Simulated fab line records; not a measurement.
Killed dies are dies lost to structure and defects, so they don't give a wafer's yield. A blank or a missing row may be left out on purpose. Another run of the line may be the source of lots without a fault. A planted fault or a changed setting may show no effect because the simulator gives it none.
fab line records ; flow nand_harc
record lots=6; wafers=18; last_day=30
route steps=1302 shown A_M0@1147 END@1302
lots that met no fault: taken from a fault-free run of the same line
start_h: the number of hours between the record's first day and the start of the first shown wafer of the lot ; wait_h: hours elapsed since this lot's preceding step ; " same as the row above ; L1.1+2: a row that stands for several wafers ; - no value, or no start was given ; * or withheld: withheld ; < > ~ a bound
route shown NAME@n: names a module that has steps shown in the file, with the first one's number in the route ; usual: mean and standard deviation over wafers with no fault ; same: alike in all rows ; chamber/n: place in a boat ; sites: each site's reading ; _std_site: standard deviation across them ; _edge_site: outer sites' mean less inner sites' ; radius_mm: for every site, how far away it sits from the centre of the wafer ; mask NAME#n: copy n ; behind: the last tool/chamber to shape the wafer ; hold: the reason the lot was held/the length of the hold in hours/how it ended ; device: names the non-switching transistor (n, p or np) ; end of line: the route-end tests of the same wafers ; a step without rows: its recipe alone ; killed: dies that structure and defects cost at the first sort, which is not the same as the wafer's yield ; map: shows each die of a wafer: x if killed, . if not, _ if none is there
set.NAME: the setting that was run; set.NAME@STEP: the one run at that earlier step ; model.NAME: the simulator's own value behind a step, which no gauge read
lots at some steps of the route; a table a step, a row a wafer
services: from which hour (start_h, from the record's first day; less than 0 if before it) a tool's chamber was out of use, for how many hours, and why
## steps
# step NHARC_A_M0_CD_MEAS_09
# recipe target_cd_nm=80; landing_energy_ev=500
# usual cd_nm=80.3/0.77
lot.wafer;tool;chamber;start_h;wait_h;cd_nm
L271.1;cd_sem-03;0;537.61;-;80.0
L271.4;cd_sem-03;0;537.61;-;79.9
L271.5;cd_sem-03;0;537.61;-;80.4
L273.1;cd_sem-03;0;570.42;-;80.3
L273.3;cd_sem-03;0;570.42;-;80.3
L273.4;cd_sem-03;0;570.42;-;80.1
L275.1;cd_sem-01;0;593.13;-;81.7
L275.2;cd_sem-01;0;593.13;-;81.3
L275.5;cd_sem-01;0;593.13;-;82.5
L280.1;cd_sem-03;0;650.27;-;80.9
L280.2;cd_sem-03;0;650.27;-;80.1
L280.4;cd_sem-03;0;650.27;-;79.6
L283.2;cd_sem-02;0;667.05;-;81.0
L283.4;cd_sem-02;0;667.05;-;81.1
L283.5;cd_sem-02;0;667.05;-;80.6
L282.1;cd_sem-03;0;674.67;-;80.0
L282.2;cd_sem-03;0;674.67;-;80.5
L282.3;cd_sem-03;0;674.67;-;80.3
# step NHARC_A_M0_OVL_MEAS_10
# recipe pitch_nm=160
# usual overlay_x_nm=0.1/0.71; overlay_y_nm=0.0/0.78
lot.wafer;tool;chamber;start_h;wait_h;overlay_x_nm;overlay_y_nm
L271.1;overlay-01;-;537.70;-;0.0;-0.3
L271.4;overlay-01;-;537.70;-;-0.3;0.1
L271.5;overlay-01;-;537.70;-;-0.1;0.0
L273.1;overlay-01;-;570.52;-;1.1;-0.1
L273.3;overlay-01;-;570.52;-;1.3;-0.9
L273.4;overlay-01;-;570.52;-;0.6;-0.9
L275.1;overlay-02;-;593.22;-;-0.2;-0.3
L275.2;overlay-02;-;593.22;-;-0.2;-0.5
L275.5;overlay-02;-;593.22;-;-0.1;-0.4
L280.1;overlay-02;-;650.36;-;-0.7;-0.7
L280.2;overlay-02;-;650.36;-;-0.4;-0.1
L280.4;overlay-02;-;650.36;-;0.0;-0.2
L283.2;overlay-02;-;667.14;-;-0.5;-0.8
L283.4;overlay-02;-;667.14;-;0.3;-0.8
L283.5;overlay-02;-;667.14;-;-0.5;-0.8
L282.1;overlay-01;-;674.76;-;-0.4;1.8
L282.2;overlay-01;-;674.76;-;-0.9;0.9
L282.3;overlay-01;-;674.76;-;-0.7;1.7
# step NHARC_A_M0_INSPECT_11
# usual raw_defect_count=82/40
lot.wafer;tool;chamber;start_h;wait_h;raw_defect_count
L271.1;defect_inspect-02;-;537.74;0.0;74
L271.4;defect_inspect-02;-;537.74;0.0;69
L271.5;defect_inspect-02;-;537.74;0.0;77
L273.1;defect_inspect-01;-;570.56;0.0;194
L273.3;defect_inspect-01;-;570.56;0.0;140
L273.4;defect_inspect-01;-;570.56;0.0;140
L275.1;defect_inspect-02;-;593.26;0.0;34
L275.2;defect_inspect-02;-;593.26;0.0;30
L275.5;defect_inspect-02;-;593.26;0.0;22
L280.1;defect_inspect-02;-;650.39;0.0;26
L280.2;defect_inspect-02;-;650.39;0.0;20
L280.4;defect_inspect-02;-;650.39;0.0;31
L283.2;defect_inspect-02;-;667.18;0.0;111
L283.4;defect_inspect-02;-;667.18;0.0;112
L283.5;defect_inspect-02;-;667.18;0.0;123
L282.1;defect_inspect-02;-;674.79;0.0;51
L282.2;defect_inspect-02;-;674.79;0.0;61
L282.3;defect_inspect-02;-;674.79;0.0;71
# step NHARC_A_M0_DESCUM_14
# recipe time_s=3; o2_flow_sccm=200; ar_flow_sccm=0; bias_power_w=0; chemistry=O2
# step NHARC_A_M0_ETCH_34
# recipe target_depth_a=400; overetch_a=120; time_s=43.94; ion_energy_ev=200; n2_flow_sccm=150; h2_flow_sccm=150; ar_flow_sccm=0; rf_w=400; bias_w=150; chemistry=N2/H2
# usual drypump_motor_current_A=6.1/0.5; n2_flow_sccm=150.0/0.42; oes_product_au=1.002/0.01; rf_vpp_V=431.8/1.8; showerhead_plenum_p_Torr=2.09/0.062; throttle_valve_pct=14.170/0.0091
lot.wafer;tool;chamber;start_h;wait_h;drypump_motor_current_A;n2_flow_sccm;oes_product_au;rf_hours_counter_h;rf_vpp_V;showerhead_plenum_p_Torr;throttle_valve_pct
L271.1;rie_diel-11;2;537.90;0.1;6.5;149.7;0.996;6;432.3;2.12;14.184
L271.4;rie_diel-11;2;537.90;0.1;6.5;150.2;1.002;-;432.7;2.12;14.167
L271.5;rie_diel-11;0;537.90;0.1;5.6;150.8;1.009;-;431.4;2.03;14.157
L273.4;rie_diel-11;3;570.71;0.1;6.4;150.5;0.999;6;428.2;1.98;14.173
L273.1;rie_diel-11;1;570.71;0.1;6.7;150.2;1.005;7;432.7;2.12;14.177
L273.3;rie_diel-11;2;570.71;0.1;6.5;149.5;0.994;8;431.7;2.12;14.154
L275.2;rie_diel-11;1;593.40;0.1;6.8;149.5;1.005;8;432.3;2.12;14.168
L275.1;rie_diel-11;3;593.40;0.1;6.4;150.5;0.999;8;427.5;1.98;14.173
L275.5;rie_diel-11;1;593.40;0.1;6.8;150.6;1.020;-;431.0;2.12;14.179
L280.4;rie_diel-11;3;650.54;0.1;6.4;150.0;1.006;2;427.8;1.98;14.152
L280.1;rie_diel-11;0;650.54;0.1;5.6;150.0;0.996;2;430.0;2.03;14.167
L280.2;rie_diel-11;1;650.54;0.1;6.9;150.3;1.022;3;432.4;2.12;14.157
L283.4;rie_diel-08;1;667.32;0.1;5.5;149.9;0.998;7;433.7;2.13;14.175
L283.2;rie_diel-08;3;667.32;0.1;5.0;148.8;1.006;8;430.1;2.02;14.170
L283.5;rie_diel-08;1;667.32;0.1;5.5;149.9;0.993;-;431.7;2.13;14.170
L282.1;rie_diel-11;2;674.94;0.1;6.5;149.5;1.005;5;432.2;2.11;14.180
L282.2;rie_diel-11;3;674.94;0.1;6.4;149.2;1.006;5;430.4;1.98;14.179
L282.3;rie_diel-11;1;674.94;0.1;6.8;149.9;1.017;4;433.2;2.12;14.180
# step NHARC_A_M0_ETCH_15
# recipe target_depth_a=1500; overetch_a=150; time_s=82.5; c4f8_flow_sccm=withheld; ar_flow_sccm=400; rf_w=600; bias_w=300; chemistry=C4F8/Ar
# step NHARC_A_M0_CD_MEAS_16
# usual cd_nm=80.1/0.88
lot.wafer;tool;chamber;start_h;wait_h;cd_nm
L271.1;cd_sem-02;-;538.14;-;79.6
L271.4;cd_sem-02;-;538.14;-;80.0
L271.5;cd_sem-02;-;538.14;-;80.4
L273.1;cd_sem-02;-;570.92;-;80.1
L273.3;cd_sem-02;-;570.92;-;79.8
L273.4;cd_sem-02;-;570.92;-;79.6
L275.1;cd_sem-03;-;593.62;-;81.1
L275.2;cd_sem-03;-;593.62;-;81.2
L275.5;cd_sem-03;-;593.62;-;82.3
L280.1;cd_sem-03;-;650.76;-;80.5
L280.2;cd_sem-03;-;650.76;-;79.5
L280.4;cd_sem-03;-;650.76;-;79.5
L283.2;cd_sem-02;-;667.54;-;81.3
L283.4;cd_sem-02;-;667.54;-;81.3
L283.5;cd_sem-02;-;667.54;-;80.2
L282.1;cd_sem-03;-;675.15;-;79.8
L282.2;cd_sem-03;-;675.15;-;81.5
L282.3;cd_sem-03;-;675.15;-;80.0
# step NHARC_A_M0_STRIP_18
# recipe power_w=1000; n2_flow_sccm=150; h2_flow_sccm=150; ar_flow_sccm=0; bias_w=0; chemistry=N2/H2
# usual drypump_motor_current_A=6.0/0.52; n2_flow_sccm=150.0/0.44; oes_product_au=1.003/0.0099; rf_vpp_V=90.9/0.83; showerhead_plenum_p_Torr=2.09/0.064; throttle_valve_pct=14.172/0.0095
lot.wafer;tool;chamber;start_h;wait_h;drypump_motor_current_A;n2_flow_sccm;oes_product_au;rf_hours_counter_h;rf_vpp_V;showerhead_plenum_p_Torr;throttle_valve_pct
L271.4;rie_diel-08;0;538.24;0.1;5.9;149.8;1.017;10.1;89.9;2.15;14.183
L271.1;rie_diel-08;1;538.24;0.1;5.5;149.6;1.000;9.4;91.0;2.14;14.192
L271.5;rie_diel-08;0;538.24;0.1;5.9;149.8;1.012;-;91.3;2.15;14.187
L273.3;rie_diel-09;1;571.00;0.1;5.7;149.7;1.007;3.8;90.8;2.06;14.164
L273.4;rie_diel-09;2;571.00;0.1;5.9;150.7;1.000;2.8;90.4;2.15;14.184
L273.1;rie_diel-09;0;571.00;0.1;5.7;150.1;1.004;3.2;91.3;2.13;14.173
L275.2;rie_diel-09;3;593.69;0.1;6.2;150.2;1.004;4.2;90.5;2.03;14.168
L275.1;rie_diel-09;1;593.69;0.1;5.7;149.8;1.017;4.8;91.9;2.06;14.179
L275.5;rie_diel-09;0;593.69;0.1;5.7;149.9;1.010;-;90.8;2.13;14.179
L280.2;rie_diel-11;0;650.83;0.1;5.5;150.6;1.005;2.3;89.4;2.03;14.160
L280.4;rie_diel-11;2;650.83;0.1;6.5;150.0;1.005;2.7;91.0;2.11;14.161
L280.1;rie_diel-11;3;650.83;0.1;6.4;149.8;1.013;2.2;89.7;1.98;14.172
L283.2;rie_diel-09;0;667.61;0.1;5.7;151.4;1.009;6.9;91.3;2.12;14.187
L283.4;rie_diel-09;0;667.61;0.1;5.7;150.2;1.005;-;90.6;2.13;14.174
L283.5;rie_diel-09;2;667.61;0.1;5.9;149.6;1.007;-;90.4;2.15;14.148
L282.2;rie_diel-08;0;675.23;0.1;5.9;150.7;1.006;8.1;91.5;2.14;14.169
L282.1;rie_diel-08;1;675.23;0.1;5.6;150.7;0.989;8.5;91.4;2.13;14.172
L282.3;rie_diel-08;2;675.23;0.1;6.8;150.3;0.993;9.6;91.0;2.18;14.167
# step NHARC_A_M0_STRIP_19
# recipe time_s=600; temp_c=30; chemistry=post_etch_residue_remover
# step NHARC_A_M0_DEGAS_28
# recipe temp_c=250; time_s=60
# usual heater_power_w=328/27
lot.wafer;tool;chamber;start_h;wait_h;heater_power_w
L271.4;pvd_sputter-03;-;538.78;-;351
L271.1;pvd_sputter-03;-;538.78;-;337
L271.5;pvd_sputter-03;-;538.78;-;345
L273.4;pvd_sputter-02;-;571.53;-;317
L273.1;pvd_sputter-02;-;571.53;-;343
L273.3;pvd_sputter-02;-;571.53;-;309
L275.2;pvd_sputter-02;-;594.23;-;339
L275.1;pvd_sputter-02;-;594.23;-;271
L275.5;pvd_sputter-02;-;594.23;-;338
L280.4;pvd_sputter-01;-;651.39;-;321
L280.2;pvd_sputter-01;-;651.39;-;339
L280.1;pvd_sputter-01;-;651.39;-;340
L283.2;pvd_sputter-03;-;668.21;-;291
L283.4;pvd_sputter-03;-;668.21;-;350
L283.5;pvd_sputter-03;-;668.21;-;294
L282.2;pvd_sputter-02;-;675.78;-;342
L282.3;pvd_sputter-02;-;675.78;-;344
L282.1;pvd_sputter-02;-;675.78;-;312
# step NHARC_A_M0_PRE_CLEAN_29
# recipe time_s=30; temp_c=280; gas=H2/He
# usual heater_power_w=399/34
lot.wafer;tool;chamber;start_h;wait_h;heater_power_w
L271.4;pvd_sputter-03;-;-;-;412
L271.1;pvd_sputter-03;-;-;-;434
L271.5;pvd_sputter-03;-;-;-;423
L273.3;pvd_sputter-02;-;-;-;386
L273.1;pvd_sputter-02;-;-;-;341
L273.4;pvd_sputter-02;-;-;-;378
L275.2;pvd_sputter-02;-;-;-;418
L275.1;pvd_sputter-02;-;-;-;378
L275.5;pvd_sputter-02;-;-;-;418
L280.1;pvd_sputter-01;-;-;-;398
L280.2;pvd_sputter-01;-;-;-;424
L280.4;pvd_sputter-01;-;-;-;471
L283.4;pvd_sputter-03;-;-;-;359
L283.2;pvd_sputter-03;-;-;-;429
L283.5;pvd_sputter-03;-;-;-;416
L282.3;pvd_sputter-02;-;-;-;405
L282.1;pvd_sputter-02;-;-;-;414
L282.2;pvd_sputter-02;-;-;-;378
# step NHARC_A_M0_PVD_20
# recipe target_thk_a=50; bias_v=168.6; power_w=15000; chamber_pressure_pa=0.12; time_s=8.06; substrate_temp_c=50; material=TaN
# usual bias_v=168.7/1.7; cathode_dc_power_W=15000/2.5; throttle_valve_pct=30.0/0.85
lot.wafer;tool;chamber;start_h;wait_h;bias_v;cathode_dc_power_W;throttle_valve_pct
L271.4;pvd_sputter-03;-;-;-;167.1;15001;30.4
L271.1;pvd_sputter-03;-;-;-;168.3;14997;30.0
L271.5;pvd_sputter-03;-;-;-;170.6;14998;29.8
L273.4;pvd_sputter-02;-;-;-;167.5;15000;28.8
L273.1;pvd_sputter-02;-;-;-;168.1;15002;29.7
L273.3;pvd_sputter-02;-;-;-;171.6;15003;30.8
L275.1;pvd_sputter-02;-;-;-;168.1;15003;31.4
L275.2;pvd_sputter-02;-;-;-;170.5;15000;31.0
L275.5;pvd_sputter-02;-;-;-;170.0;14999;31.5
L280.2;pvd_sputter-01;-;-;-;168.6;14995;30.1
L280.1;pvd_sputter-01;-;-;-;167.8;15000;29.9
L280.4;pvd_sputter-01;-;-;-;171.0;15001;29.2
L283.4;pvd_sputter-03;-;-;-;169.8;14998;30.4
L283.2;pvd_sputter-03;-;-;-;167.3;15002;29.9
L283.5;pvd_sputter-03;-;-;-;169.5;14998;30.5
L282.3;pvd_sputter-02;-;-;-;167.4;15000;30.3
L282.2;pvd_sputter-02;-;-;-;172.0;14999;28.8
L282.1;pvd_sputter-02;-;-;-;167.1;15003;31.8
# step NHARC_A_M0_PVD_21
# recipe target_thk_a=300; chamber_pressure_pa=5; power_w=5000; substrate_temp_c=30; time_s=20.49; material=Cu
# usual cathode_dc_power_W=5000.0/0.94; chamber_pressure_pa=5.000/0.0097; throttle_valve_pct=30.0/0.91
lot.wafer;tool;chamber;start_h;wait_h;cathode_dc_power_W;chamber_pressure_pa;throttle_valve_pct
L271.1;pvd_sputter-03;-;539.05;-;5000.3;5.001;30.6
L271.4;pvd_sputter-03;-;539.05;-;4999.2;4.994;30.4
L271.5;pvd_sputter-03;-;539.05;-;4999.3;5.010;29.9
L273.1;pvd_sputter-02;-;571.76;-;-;-;-
L273.4;pvd_sputter-02;-;571.76;-;-;-;-
L273.3;pvd_sputter-02;-;571.76;-;-;-;-
L275.1;pvd_sputter-02;-;594.47;-;-;-;-
L275.2;pvd_sputter-02;-;594.47;-;-;-;-
L275.5;pvd_sputter-02;-;594.47;-;-;-;-
L280.1;pvd_sputter-01;-;651.61;-;5000.9;4.995;29.8
L280.2;pvd_sputter-01;-;651.61;-;5000.5;5.014;30.0
L280.4;pvd_sputter-01;-;651.61;-;4998.8;5.003;30.4
L283.4;pvd_sputter-03;-;668.43;-;4999.6;5.014;29.1
L283.2;pvd_sputter-03;-;668.43;-;5000.2;5.013;30.1
L283.5;pvd_sputter-03;-;668.43;-;5001.9;5.019;29.0
L282.1;pvd_sputter-02;-;676.00;-;4999.6;5.010;29.2
L282.3;pvd_sputter-02;-;676.00;-;5000.7;4.997;29.9
L282.2;pvd_sputter-02;-;676.00;-;4999.6;5.007;30.5
# step NHARC_A_M0_ECD_22
# recipe target_thk_a=4000; bath_temp_c=25; material=Cu
# step NHARC_END_SORT_01
# recipe temp_c=25
# usual defect_limited_yield=91.1/2.9; killed_at_array=55/20; killed_at_other=1.1/1.2; killed_at_periphery=3.8/2.8; killed_dies=60/19; killed_open=3.4/1.9; killed_short=2.2/1.5
# same gross_dies=677
lot.wafer;tool;chamber;start_h;wait_h;defect_limited_yield[%];killed_at_array;killed_at_other;killed_at_periphery;killed_dies;killed_open;killed_short
L271.1;prober-01;0;574.56;2.5;90.7;60;0;3;63;7;2
L271.4;prober-01;0;576.95;3.4;91.3;57;0;2;59;2;0
L271.5;prober-01;0;577.75;3.7;90.3;66;0;0;66;5;1
L275.1;prober-02;0;633.31;2.5;0;673;4;0;677;3;7
L275.2;prober-02;0;634.11;2.8;0;676;1;0;677;2;1
L275.5;prober-02;0;636.51;3.7;0;670;4;3;677;3;2
L283.2;prober-02;0;706.12;2.8;87.4;79;1;5;85;5;1
L283.4;prober-02;0;707.72;3.4;88.5;75;0;3;78;2;2
L283.5;prober-02;0;708.52;3.7;88.0;77;1;3;81;1;2
L282.1;prober-02;0;716.73;2.5;93.5;38;3;3;44;3;1
L282.2;prober-02;0;717.54;2.8;92.6;47;1;2;50;3;1
L282.3;prober-02;0;718.35;3.1;92.8;47;2;0;49;3;2
# killed by level:class
L271.1 A_CHANNEL_HOLE_D1:chamber_film_flake=34 A_STAIRCASE:chamber_film_flake=6 A_CHANNEL_HOLE_D2:chamber_film_flake=5 A_CONTACT:chamber_film_flake=4 A_M0:geometric_particle:open=3 A_CHANNEL_FILL_D1:geometric_particle:open=2 P_M0:geometric_particle:open=1 A_CHANNEL_FILL_D1:geometric_particle:short=1
L271.4 A_CHANNEL_HOLE_D1:chamber_film_flake=37 A_CHANNEL_HOLE_D2:chamber_film_flake=6 A_STAIRCASE:chamber_film_flake=5 A_CONTACT:chamber_film_flake=4 P_CONTACT:geometric_particle:open=1 A_WL_FILL:geometric_particle:open=1 P_M2:chamber_film_flake=1 A_ZERO_WELL:chamber_film_flake=1
L271.5 A_CHANNEL_HOLE_D1:chamber_film_flake=35 A_CHANNEL_HOLE_D2:chamber_film_flake=11 A_STAIRCASE:chamber_film_flake=6 A_CONTACT:chamber_film_flake=3 A_CHANNEL_FILL_D2:geometric_particle:open=2 A_CHANNEL_FILL_D1:chamber_film_flake=2 A_ONON_D1:geometric_particle:short=1 A_ONON_D1:geometric_particle:open=1
L275.1 A_M0:area_pvd=637 A_CHANNEL_HOLE_D2:chamber_film_flake=16 A_CHANNEL_HOLE_D1:chamber_film_flake=5 A_ONON_D2:geometric_particle:short=2 A_WL_FILL:geometric_particle:short=2 A_STAIRCASE:chamber_film_flake=2 A_CONTACT:chamber_film_flake=2 THIN_TSV:chamber_film_flake=2
L275.2 A_M0:area_pvd=647 A_CHANNEL_HOLE_D2:chamber_film_flake=12 A_SLIT:chamber_film_flake=3 A_CONTACT:chamber_film_flake=3 A_ZERO_WELL:chamber_film_flake=2 A_CHANNEL_HOLE_D1:chamber_film_flake=2 A_STAIRCASE:chamber_film_flake=2 A_SOURCE_PLATE:geometric_particle:open=1
L275.5 A_M0:area_pvd=648 A_CHANNEL_HOLE_D2:chamber_film_flake=11 A_CHANNEL_HOLE_D1:chamber_film_flake=4 THIN_TSV:chamber_film_flake=4 P_M0:geometric_particle:open=1 P_M2:geometric_particle:short=1 A_WL_FILL:geometric_particle:open=1 A_WL_FILL:geometric_particle:short=1
L283.2 A_SLIT:chamber_film_flake=37 A_CHANNEL_HOLE_D1:chamber_film_flake=30 P_GATE:chamber_film_flake=3 A_CONTACT:chamber_film_flake=3 A_DECK1_JOINT:geometric_particle:open=2 A_ZERO_WELL:chamber_film_flake=2 P_GATE:geometric_particle:short=1 P_M0:geometric_particle:open=1
L283.4 A_SLIT:chamber_film_flake=39 A_CHANNEL_HOLE_D1:chamber_film_flake=29 P_STI:chamber_film_flake=2 A_DECK1_JOINT:geometric_particle:open=1 A_CHANNEL_FILL_D2:geometric_particle:short=1 A_WL_FILL:geometric_particle:short=1 A_CONTACT:geometric_particle:open=1 P_GATE:chamber_film_flake=1
L283.5 A_SLIT:chamber_film_flake=35 A_CHANNEL_HOLE_D1:chamber_film_flake=33 A_DECK1_JOINT:chamber_film_flake=3 P_GATE:chamber_film_flake=2 A_ZERO_WELL:chamber_film_flake=2 P_M0:geometric_particle:open=1 A_SOURCE_PLATE:geometric_particle:short=1 A_CHANNEL_FILL_D2:geometric_particle:short=1
L282.1 A_CHANNEL_HOLE_D1:chamber_film_flake=29 THIN_TSV:chamber_film_flake=3 P_M2:chamber_film_flake=2 A_SLIT:chamber_film_flake=2 A_DECK1_JOINT:geometric_particle:open=1 A_CHANNEL_FILL_D2:geometric_particle:short=1 A_WL_FILL:geometric_particle:open=1 A_M0:geometric_particle:open=1
L282.2 A_CHANNEL_HOLE_D1:chamber_film_flake=30 A_SLIT:chamber_film_flake=8 A_SGD_CUT:geometric_particle:open=2 A_DECK1_JOINT:chamber_film_flake=2 A_CHANNEL_FILL_D1:geometric_particle:short=1 A_WL_FILL:geometric_particle:open=1 P_GATE:chamber_film_flake=1 P_M0:chamber_film_flake=1
L282.3 A_CHANNEL_HOLE_D1:chamber_film_flake=30 A_CHANNEL_FILL_D1:chamber_film_flake=4 A_CONTACT:chamber_film_flake=4 A_DECK1_JOINT:chamber_film_flake=2 A_SLIT:chamber_film_flake=2 THIN_TSV:chamber_film_flake=2 A_CHANNEL_HOLE_D1:geometric_particle:open=1 A_CHANNEL_FILL_D1:geometric_particle:short=1
# map L275.1 (x killed, . not)
____________x____________
_________xxxxxxx_________
_______xxxxxxxxxxx_______
______xxxxxxxxxxxxx______
_____xxxxxxxxxxxxxxx_____
____xxxxxxxxxxxxxxxxx____
____xxxxxxxxxxxxxxxxx____
___xxxxxxxxxxxxxxxxxxx___
___xxxxxxxxxxxxxxxxxxx___
__xxxxxxxxxxxxxxxxxxxxx__
__xxxxxxxxxxxxxxxxxxxxx__
_xxxxxxxxxxxxxxxxxxxxxxx_
_xxxxxxxxxxxxxxxxxxxxxxx_
_xxxxxxxxxxxxxxxxxxxxxxx_
_xxxxxxxxxxxxxxxxxxxxxxx_
_xxxxxxxxxxxxxxxxxxxxxxx_
xxxxxxxxxxxxxxxxxxxxxxxxx
xxxxxxxxxxxxxxxxxxxxxxxxx
xxxxxxxxxxxxxxxxxxxxxxxxx
xxxxxxxxxxxxxxxxxxxxxxxxx
xxxxxxxxxxxxxxxxxxxxxxxxx
_xxxxxxxxxxxxxxxxxxxxxxx_
_xxxxxxxxxxxxxxxxxxxxxxx_
_xxxxxxxxxxxxxxxxxxxxxxx_
_xxxxxxxxxxxxxxxxxxxxxxx_
_xxxxxxxxxxxxxxxxxxxxxxx_
__xxxxxxxxxxxxxxxxxxxxx__
__xxxxxxxxxxxxxxxxxxxxx__
___xxxxxxxxxxxxxxxxxxx___
___xxxxxxxxxxxxxxxxxxx___
____xxxxxxxxxxxxxxxxx____
____xxxxxxxxxxxxxxxxx____
_____xxxxxxxxxxxxxxx_____
______xxxxxxxxxxxxx______
_______xxxxxxxxxxx_______
_________xxxxxxx_________
____________x____________
# map L282.2 (x killed, . not)
____________.____________
_________......._________
_______........xx._______
______.............______
_____.............x._____
____.................____
____.................____
___...................___
___................x..___
__..............x....x.__
__.......x.............__
_......................._
_......................._
_......................._
_......................._
_x......................_
.........................
........x...............x
x.x......................
x........................
x....xx..................
_....xx..xx............._
_....xxxxx.............._
_xxx.xxx.xx............._
_...xxxxx..............._
_....xxxx........x......_
__..xx.x...............__
__...x..x..............__
___...................___
___...x...............___
____.................____
____.................____
_____..............x_____
______.............______
_______..........._______
_________......._________
____________.____________
## services
tool;chamber;start_h;hours;kind
rie_diel-11;0;515.00;-;clean
rie_diel-11;1;515.00;-;clean
rie_diel-11;2;515.00;-;clean
rie_diel-11;3;515.00;-;clean
rie_diel-09;2;525.57;9.4;repair
pvd_sputter-03;-;526.04;10.0;pm
rie_diel-11;3;526.15;14.8;repair
rie_diel-11;0;539.50;-;clean
rie_diel-11;1;539.50;-;clean
rie_diel-11;2;539.50;-;clean
rie_diel-08;-;544.81;9.0;pm
rie_diel-11;0;564.00;-;clean
pvd_sputter-01;-;571.49;10.4;repair
rie_diel-08;0;579.45;3.8;repair
pvd_sputter-01;-;582.92;10.0;pm
rie_diel-09;0;589.79;1.5;repair
rie_diel-11;-;609.50;9.0;pm
rie_diel-08;1;615.17;13.5;repair
rie_diel-09;-;618.97;0.8;repair
pvd_sputter-03;-;637.47;4.3;repair
pvd_sputter-02;-;638.96;10.0;pm
rie_diel-09;-;658.58;1.9;repair
rie_diel-09;1;664.22;12.5;repair
rie_diel-09;-;674.15;9.0;pm
## key
first_sign step=NHARC_A_M0_PVD_21; reading=tool_record; direction=missing
effect step=NHARC_END_SORT_01; reading=defect_limited_yield; direction=down; sigmas=32; usual=91.1; struck=0
more_kills_born_at NHARC_A_M0_PVD_21@pvd_sputter-02=1932
met_at NHARC_A_M0_PVD_21
struck_wafers L273.1,L273.3,L273.4,L275.1,L275.2,L275.5
later_rows_left_out L273.1,L273.3,L273.4,L275.1,L275.2,L275.5
sort_left_out L273.1,L273.3,L273.4
fault kind=skipped_step_whole; tool=pvd_sputter-02; chamber=-; onset_h=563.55; steps=NHARC_A_M0_PVD_21; scope=struck_lots_only
# sort_left_out: the simulated sort isn't trusted on such a fault, so these wafers' sort isn't shown, and their yield isn't known
# later_rows_left_out: the simulator's readings of these wafers behind a module that went badly wrong aren't trusted and aren't shown, but for the sort
